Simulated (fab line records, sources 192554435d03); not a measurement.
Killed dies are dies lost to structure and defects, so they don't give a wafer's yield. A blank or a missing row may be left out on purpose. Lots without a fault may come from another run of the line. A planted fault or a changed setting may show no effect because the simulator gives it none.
Split-lot experiment | flow n5_finfet | 7 lots, 21 wafers read, on a route of 1938 steps

THE SPLIT
At N5_BEOL_M9_HM_DEP_02 (deposits TiN, target thk 20 nm), the setting target_thk_a was moved away from the recipe's 200 angstrom on 12 of the 21 wafers read, by -12.0% to +12.3%. The other wafers ran this setting at the recipe's value.

FROM THE SPLIT TO THE READING: what the file shows between them, 7 steps
- N5_BEOL_M9_EXPOSE_08: exposes mask M9 (also split here: dose_mj)
- N5_BEOL_M9_PEB_09: peb time 60 s
- N5_BEOL_M9_DEVELOP_10: develop time 30 s
- N5_BEOL_M9_CD_MEAS_11: target cd 64.1 nm
- N5_BEOL_M9_STRIP_68: strips in N2/H2
- N5_BEOL_M9_STRIP_67: strips in CF4
- N5_BEOL_M9_HM_OPEN_17: chemistry Cl2/BCl3, target TiN, target depth 20 nm, overetch 6 nm

THE READING
TiN_of_BEOL_M9_HM_DEP_02.thk_nm (the simulator's own value, which no gauge read), in nm, at N5_BEOL_M9_TRENCH_ETCH_37 (etches SiCOH lowk in C4F6/O2, target depth 151.43 nm, time 49 s). The file gives no usual value for it. The 9 wafers here that ran the recipe average 15.8 nm, standard deviation 0.3 nm.

wafer  | tool, chamber at the split | target_thk_a as run, angstrom | against the recipe | TiN_of_BEOL_M9_HM_DEP_02.thk_nm, nm | against lot-mates on the recipe
L076.1 | pvd_sputter-03, -          | 200                           | recipe             | 15.8                                | -
L076.4 | pvd_sputter-03, -          | 193.1                         | -3.4%              | 15                                  | -0.8
L076.6 | pvd_sputter-03, -          | 193.1                         | -3.4%              | 15                                  | -0.8
L079.1 | pvd_sputter-02, -          | 224.6                         | +12.3%             | 18.2                                | +2.4
L079.3 | pvd_sputter-02, -          | 200                           | recipe             | 15.8                                | -
L079.6 | pvd_sputter-02, -          | 224.6                         | +12.3%             | 18.4                                | +2.6
L080.1 | pvd_sputter-03, -          | 207.3                         | +3.6%              | 16.4                                | +1.0
L080.3 | pvd_sputter-03, -          | 200                           | recipe             | 15.4                                | -
L080.4 | pvd_sputter-03, -          | 207.3                         | +3.6%              | 16.6                                | +1.2
L082.2 | pvd_sputter-03, -          | 200                           | recipe             | 15.4                                | -
L082.3 | pvd_sputter-03, -          | 207                           | +3.5%              | 16.2                                | +0.8
L082.5 | pvd_sputter-03, -          | 207                           | +3.5%              | 16.8                                | +1.4
L086.2 | pvd_sputter-02, -          | 200                           | recipe             | 16.2                                | -
L086.3 | pvd_sputter-02, -          | 200                           | recipe             | 16                                  | -
L086.5 | pvd_sputter-02, -          | 200                           | recipe             | 16.2                                | -
L089.2 | pvd_sputter-02, -          | 176                           | -12.0%             | 14.2                                | -1.6
L089.4 | pvd_sputter-02, -          | 176                           | -12.0%             | 14                                  | -1.8
L089.6 | pvd_sputter-02, -          | 200                           | recipe             | 15.8                                | -
L090.1 | pvd_sputter-01, -          | 222.5                         | +11.3%             | 17.2                                | +1.8
L090.5 | pvd_sputter-01, -          | 222.5                         | +11.3%             | 18                                  | +2.6
L090.6 | pvd_sputter-01, -          | 200                           | recipe             | 15.4                                | -

THE FIT
A straight line over all 21 wafers: TiN_of_BEOL_M9_HM_DEP_02.thk_nm changes by +0.171 nm for each +1% of target_thk_a; r = +0.96; the points scatter about the line by 0.33 nm.
The same after taking each lot's own level away (the mean of its wafers on the recipe; 21 wafers): +0.183 nm for each +1%; r = +0.97; scatter 0.29 nm.
On that fit, the largest move of target_thk_a shifts the reading by 2.3 nm.
The lots' own levels span 15.40 to 16.13 nm, that is 2.4 times the standard deviation above.
So the lot-to-lot level changes the slope little: the two slopes agree.
Check: with one of the wafers moved furthest among these (+12.3%) left out of the fit, the line predicts +2.41 nm for it against its lot-mates. It came out at +2.4 nm against them.

OTHER SPLITS ON THESE WAFERS
These wafers also went through other splits before the reading. Each is held against what the fit with the lots' levels taken away leaves over:
other split on the same wafers | wafers away from the commonest value | r with TiN_of_BEOL_M9_HM_DEP_02.thk_nm (lot level and that fit taken away)
N5_BEOL_M6_EXPOSE_25 dose_mj   | 8                                    | +0.46
N5_BEOL_M7_ETCH_61 source_w    | 6                                    | +0.48
N5_BEOL_M7_COAT_71 spin_rpm    | 5                                    | +0.22
N5_BEOL_M9_EXPOSE_08 dose_mj   | 9                                    | -0.02

THE WHOLE CHAIN: every reading that the file lists as answering this split, in the file's order
step                      | what it does                                                      | reading                                                                          | change (the file's fit)               | r (the file's)
N5_BEOL_M9_HM_DEP_02      | deposits TiN, target thk 20 nm                                    | TiN_of_BEOL_M9_HM_DEP_02.thk_nm (the simulator's own value, which no gauge read) | +0.21 nm for each +1% of the setting  | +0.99
N5_BEOL_M9_HM_OPEN_17     | chemistry Cl2/BCl3, target TiN, target depth 20 nm, overetch 6 nm | etch.depth_nm (the simulator's own value, which no gauge read)                   | +0.207 nm for each +1% of the setting | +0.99
N5_BEOL_M9_TRENCH_ETCH_37 | etches SiCOH lowk in C4F6/O2, target depth 151.43 nm, time 49 s   | TiN_of_BEOL_M9_HM_DEP_02.thk_nm (the simulator's own value, which no gauge read) | +0.188 nm for each +1% of the setting | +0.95

THE FILE'S OWN FIT
TiN_of_BEOL_M9_HM_DEP_02.thk_nm changes by +0.188 nm for each +1% of target_thk_a, r = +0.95.
